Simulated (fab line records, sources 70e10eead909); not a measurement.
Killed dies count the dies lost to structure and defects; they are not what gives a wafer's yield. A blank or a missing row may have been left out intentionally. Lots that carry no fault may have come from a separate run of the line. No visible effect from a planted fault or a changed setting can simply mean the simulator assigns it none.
Matching of chambers	flow nand-harc	4 sister chambers for NHARC_P_M2_STRIP_18 on rie-diel-06
The step strips in N2/H2. 14 wafers are shown with their chamber, then 7 later ones without.

== WAFERS WITH THEIR CHAMBER ==
wafer	chamber	drypump-motor-current-A (A)	throttle-valve-pct (%)	rf-vpp-V (V)
L428.2	0	5.8	14.173	91.2
L428.3	1	6.6	14.153	90.9
L428.5	0	5.8	14.165	91.8
L430.3	1	6.5	14.179	90.3
L430.5	1	6.5	14.171	92.7
L430.6	2	6.0	14.162	91.8
L431.1	0	5.8	14.181	91.7
L431.2	2	6.1	14.166	89.7
L431.3	1	6.6	14.168	91.2
L435.2	0	5.8	14.173	91.4
L435.3	2	6.0	14.152	91.0
L435.4	3	5.8	14.186	93.1
L439.2	0	5.8	14.174	92.3
L439.3	1	6.5	14.181	91.4

SIGNATURES (averages over the wafers above)
reading	chamber 0	chamber 1	chamber 2	chamber 3	scatter within a chamber
drypump-motor-current-A	5.800	6.540	6.033	5.800	0.0432
throttle-valve-pct	14.17320	14.17040	14.16000	14.18600	0.00853
rf-vpp-V	91.680	91.300	90.833	93.100	0.781
Rule: for each reading, subtract the chamber's mean from the wafer's reading, divide by that reading's scatter and square the result; add these up over the readings and take the root, which gives the wafer's distance from the chamber. The wafer belongs to the nearest chamber; if the next one is less than 2 further off, it can't be placed. How the scatter is found: for the shown wafers, subtract from each reading the mean of its chamber, square and add these, divide the total by (wafers less chambers), then take the root.

== WAFERS MISSING THEIR CHAMBER ==
wafer	drypump-motor-current-A (A)	throttle-valve-pct (%)	rf-vpp-V (V)
L439.5	6.6	14.168	91.8
L446.1	5.8	14.166	90.7
L446.3	6.0	14.171	91.7
L446.5	6.6	14.167	91.2
L448.1	5.8	14.170	91.5
L448.3	5.8	14.196	92.0
L448.4	5.8	14.190	91.4

== WHICH CHAMBER EACH ONE RAN IN ==
wafer	from the rows above	in truth
L439.5	1	1
L446.1	0	0
L446.3	2	2
L446.5	1	1
L448.1	0	0
L448.3	can't be placed: 3 or 0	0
L448.4	can't be placed: 0 or 3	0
Correctly placed: 5 of 7. Cannot be placed on the basis of these rows: 2; the candidates contain the true chamber in 2. 0 placed wrongly.
